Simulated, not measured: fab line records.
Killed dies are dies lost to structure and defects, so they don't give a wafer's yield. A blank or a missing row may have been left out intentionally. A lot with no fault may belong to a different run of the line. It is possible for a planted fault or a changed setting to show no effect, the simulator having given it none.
Problem report in the 8D (eight disciplines) form, filled by code	flow n5Finfet	the parts of the form that need people (team, actions taken, sign-off) are left out

## 1. THE PROBLEM
Wafers without a fault read 1500.0 rpm, standard deviation 0.96; spinSpeedRpm at N5_MOL_CONTACT_COAG_COAT_02 reads a mean of 1439.9 rpm on 6 wafers belonging to 2 lots. Relative to the usual mean, that is a shift of -63 standard deviations.
The step: resist thk 30 nm.
First seen on wafer L977.4, day 8 09:15, on lithoTrack-02. The record has a number at this step for 28 wafers belonging to 10 lots. Rule for "out" (also "out of limits"): further than 4 standard deviations from the usual mean. Any other wafer with a number is counted as sound.

## 2. WHAT IT IS, AND WHAT IT ISN'T
question	is	is not
which readings at this step	spinSpeedRpm	exhaustPa
which lots	L977, L978	L962, L964, L965, L966, L979, L980, L981, L985
which wafers of those lots	all that have a number	-
read on which tools	lithoTrack-02	lithoTrack-01, lithoTrack-04
when	from day 8 09:15	up to then (11 sound wafers); but 11 sound wafers of L979, L980, L981, L985 came after

## 3. THE SUSPECTS, EACH WITH WHAT RULES IT OUT
Counting: any tool at a process step up to the reading is kept as a suspect provided that every lot that is out went through it and no sound lot did after the first of them.
- lithoTrack-02 at N5_MOL_CONTACT_COAG_COAT_02 (resist thk 30 nm): kept. Every lot that is out went through it, starting with L977 (day 8 09:15), and after that it ran no sound lot; the last sound lot it ran before then is L965 (day 5 08:55). Its own spinSpeedRpm readings are out on those wafers.
After counting, what remains is lithoTrack-02 at N5_MOL_CONTACT_COAG_COAT_02.

## 4. THE CAUSE (what the simulator had put in)
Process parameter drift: lithoTrack-02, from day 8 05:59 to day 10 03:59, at N5_MOL_CONTACT_COAG_COAT_02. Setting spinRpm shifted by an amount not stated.
This tool alone remained once counting was done.

## 5. SEQUENCE OF EFFECTS, ordered by route
Each row: a reading whose mean over the struck wafers that have a number lies more than 3 standard deviations from the usual. Only readings whose record carries a usual standard deviation are examined. hours: median over the lots of the time between each lot's start at the first step of this table that gives one and its start at this step. sigmas: the change, counted in usual standard deviations.
hours	step	reading	usual	on struck wafers	change	sigmas
0	N5_MOL_CONTACT_COAG_COAT_02	spinSpeedRpm	1500.0 rpm	1439.9	-60.1	-63
Here are the process steps it includes:
- N5_MOL_CONTACT_COAG_COAT_02: resist thk 30 nm.
Later steps that measure or inspect, where all struck wafers having a row at the step show a number for every such reading and not one has moved that far: N5_BEOL_M4_RC_MEAS_101.

## 6. HOW IT WOULD HAVE BEEN CAUGHT EARLIER
3 hours passed between the start of the fault at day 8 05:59 and the first reading out of limits in this record, taken at day 8 09:15.
